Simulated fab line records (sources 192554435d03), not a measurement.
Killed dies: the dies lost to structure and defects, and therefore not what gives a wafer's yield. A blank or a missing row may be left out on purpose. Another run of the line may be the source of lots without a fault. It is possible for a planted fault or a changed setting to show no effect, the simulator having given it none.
Which tool is to blame? / flow n5_finfet / Sampling: 12 lots, 36 wafers, 3 of 1938 route steps

WHAT THE GAUGES READ, wafer by wafer
N5_BEOL_M7_CD_MEAS_28: target cd 40 nm.
lot=L076; measured=day 9 07:23; on=cd_sem-02; cd_nm (nm)=40.20 40.33 39.85
lot=L077; measured=day 9 17:43; on=cd_sem-02; cd_nm (nm)=40.14 39.87 40.04
lot=L079; measured=day 10 02:32; on=cd_sem-03; cd_nm (nm)=39.65 40.03 40.34
lot=L081; measured=day 10 09:55; on=cd_sem-03; cd_nm (nm)=40.17 40.28 39.89
lot=L083; measured=day 11 00:25; on=cd_sem-03; cd_nm (nm)=39.84 39.74 40.13
lot=L085; measured=day 11 13:43; on=cd_sem-02; cd_nm (nm)=39.94 39.74 40.07
lot=L087; measured=day 12 04:19; on=cd_sem-01; cd_nm (nm)=40.30 40.30 40.22
lot=L089; measured=day 12 13:28; on=cd_sem-03; cd_nm (nm)=39.90 39.95 39.94
lot=L090; measured=day 12 23:14; on=cd_sem-01; cd_nm (nm)=40.44 40.21 39.64
lot=L093; measured=day 13 17:20; on=cd_sem-03; cd_nm (nm)=39.67 40.04 40.32
lot=L095; measured=day 14 06:01; on=cd_sem-01; cd_nm (nm)=39.41 40.21 39.64
lot=L096; measured=day 14 12:36; on=cd_sem-01; cd_nm (nm)=39.84 39.86 40.13

WHAT TOOL EACH LOT RAN ON (gives the tool, then ch and the chambers of the sampled wafers, and finally the start)
lot=L076; N5_BEOL_M6_STRIP_80=rie_diel-03 ch 0,2, day 9 05:23 or earlier; N5_BEOL_M7_ETCH_62=rie_diel-05 ch 1,2,3, day 9 05:23
lot=L077; N5_BEOL_M6_STRIP_80=rie_diel-03 ch 0,1,2, day 9 15:49 or earlier; N5_BEOL_M7_ETCH_62=rie_diel-02 ch 0,1,3, day 9 15:49
lot=L079; N5_BEOL_M6_STRIP_80=rie_diel-03 ch 0,2,3, day 9 23:49 or earlier; N5_BEOL_M7_ETCH_62=rie_diel-06 ch 1,2,3, day 9 23:49
lot=L081; N5_BEOL_M6_STRIP_80=rie_diel-01 ch 1,2,3, day 10 08:18 or earlier; N5_BEOL_M7_ETCH_62=rie_diel-02 ch 1,2,3, day 10 08:18
lot=L083; N5_BEOL_M6_STRIP_80=rie_diel-03 ch 1,2, day 10 23:03 or earlier; N5_BEOL_M7_ETCH_62=rie_diel-05 ch 0,2, day 10 23:03
lot=L085; N5_BEOL_M6_STRIP_80=rie_diel-01 ch 0,1, day 11 11:29 or earlier; N5_BEOL_M7_ETCH_62=rie_diel-02 ch 0,2, day 11 11:29
lot=L087; N5_BEOL_M6_STRIP_80=rie_diel-03 ch 0,2,3, day 12 02:59 or earlier; N5_BEOL_M7_ETCH_62=rie_diel-02 ch 1,2, day 12 02:59
lot=L089; N5_BEOL_M6_STRIP_80=rie_diel-04 ch 0,1, day 12 10:36 or earlier; N5_BEOL_M7_ETCH_62=rie_diel-05 ch 1,2,3, day 12 10:36
lot=L090; N5_BEOL_M6_STRIP_80=rie_diel-01 ch 0,2,3, day 12 21:12 or earlier; N5_BEOL_M7_ETCH_62=rie_diel-02 ch 0,1, day 12 21:12
lot=L093; N5_BEOL_M6_STRIP_80=rie_diel-03 ch 0,1, day 13 16:37 or earlier; N5_BEOL_M7_ETCH_62=rie_diel-06 ch 1,2,3, day 13 16:37
lot=L095; N5_BEOL_M6_STRIP_80=rie_diel-04 ch 0,1,2, day 14 05:20 or earlier; N5_BEOL_M7_ETCH_62=rie_diel-02 ch 1,2,3, day 14 05:20
lot=L096; N5_BEOL_M6_STRIP_80=rie_diel-01 ch 2,3, day 14 11:13 or earlier; N5_BEOL_M7_ETCH_62=rie_diel-06 ch 0,3, day 14 11:13
- N5_BEOL_M6_STRIP_80: strips in N2/H2, time 10 s.
- N5_BEOL_M7_ETCH_62: etches SOC in N2/H2, target depth 110 nm, overetch 22 nm, time 165 s.

THE ANSWER, worked out from the rows above alone
Rule: the usual values come from the lots themselves. The widest of any qualifying gaps counts: lots, ordered by their means at a reading, are off when they make up no more than a third of the lots, leave a main group of 4 or more, and stand apart from it by 3 or more times the standard deviation of that group's means. Not used: any main group whose means are identical at the precision the tables above print for the reading. A lot without any number at a reading at which 4 lots or more have one is off too. The other lots that the step has rows for count as sound.
No lot is off on any of the readings shown, so nothing can be concluded from this.

WHAT THE SIMULATOR PUT IN
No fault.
